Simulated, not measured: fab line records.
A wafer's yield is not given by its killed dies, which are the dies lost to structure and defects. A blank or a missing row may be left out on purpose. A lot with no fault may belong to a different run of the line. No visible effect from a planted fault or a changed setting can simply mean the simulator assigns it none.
Matching of chambers + flow nand-harc + NHARC_A_STAIRCASE_ALD_420 on ald-hk-03 has 4 sister chambers
The step deposits SiO2, target thk 20 nm, pulse time 6 s, ald cycles 200. 14 wafers are shown with their chamber, then 7 later ones without.

WAFERS PAIRED WITH THEIR CHAMBERS
| wafer  | chamber | heater-power-w (W) | precursor-pulse-height-rel |
|--------|---------|--------------------|----------------------------|
| L075.1 | 1       | 519                | 0.994                      |
| L075.2 | 0       | 470                | 0.992                      |
| L075.5 | 0       | 475                | 0.999                      |
| L076.1 | 0       | 477                | 1.001                      |
| L076.3 | 1       | 519                | 0.960                      |
| L076.5 | 2       | 412                | 1.007                      |
| L078.2 | 2       | 410                | 1.012                      |
| L078.3 | 0       | 473                | 0.994                      |
| L078.5 | 2       | 408                | 0.975                      |
| L081.1 | 0       | 484                | 0.998                      |
| L081.2 | 1       | 522                | 0.988                      |
| L081.5 | 3       | 477                | 1.003                      |
| L082.2 | 1       | 540                | 0.976                      |
| L082.3 | 0       | 476                | 1.014                      |

SIGNATURES (means of the wafers above)
| reading                    | chamber 0 | chamber 1 | chamber 2 | chamber 3 | scatter within a chamber |
|----------------------------|-----------|-----------|-----------|-----------|--------------------------|
| heater-power-w             | 475.83    | 525.00    | 410.00    | 477.00    | 6.52                     |
| precursor-pulse-height-rel | 0.99967   | 0.97950   | 0.99800   | 1.00300   | 0.0134                   |
Rule: a wafer lies at a distance from a chamber equal to the root of the sum of squares, over the readings, of (its reading less the chamber's mean, divided by the reading's scatter). The wafer belongs to the nearest chamber; if the next one is less than 2 further off, it can't be placed. The scatter: take each reading less its chamber's mean, square it, sum over the shown wafers, divide by the number of wafers less the number of chambers, and take the root.

WAFERS WITHOUT THEIR CHAMBER
| wafer  | heater-power-w (W) | precursor-pulse-height-rel |
|--------|--------------------|----------------------------|
| L082.5 | 474                | 0.994                      |
| L088.1 | 420                | 1.021                      |
| L088.2 | 524                | 1.006                      |
| L088.3 | 473                | 1.029                      |
| L088.4 | 467                | 0.991                      |
| L088.5 | 474                | 1.016                      |
| L088.6 | 431                | 1.012                      |

EACH ONE'S CHAMBER
| wafer  | from the rows above     | in truth |
|--------|-------------------------|----------|
| L082.5 | can't be placed: 0 or 3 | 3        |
| L088.1 | 2                       | 2        |
| L088.2 | 1                       | 1        |
| L088.3 | can't be placed: 3 or 0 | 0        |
| L088.4 | can't be placed: 0 or 3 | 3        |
| L088.5 | can't be placed: 3 or 0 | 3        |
| L088.6 | 2                       | 2        |
Correct placement for 3 of the 7. These rows do not allow placing 4 (true chamber among the candidates in 4). Placed wrongly: 0.
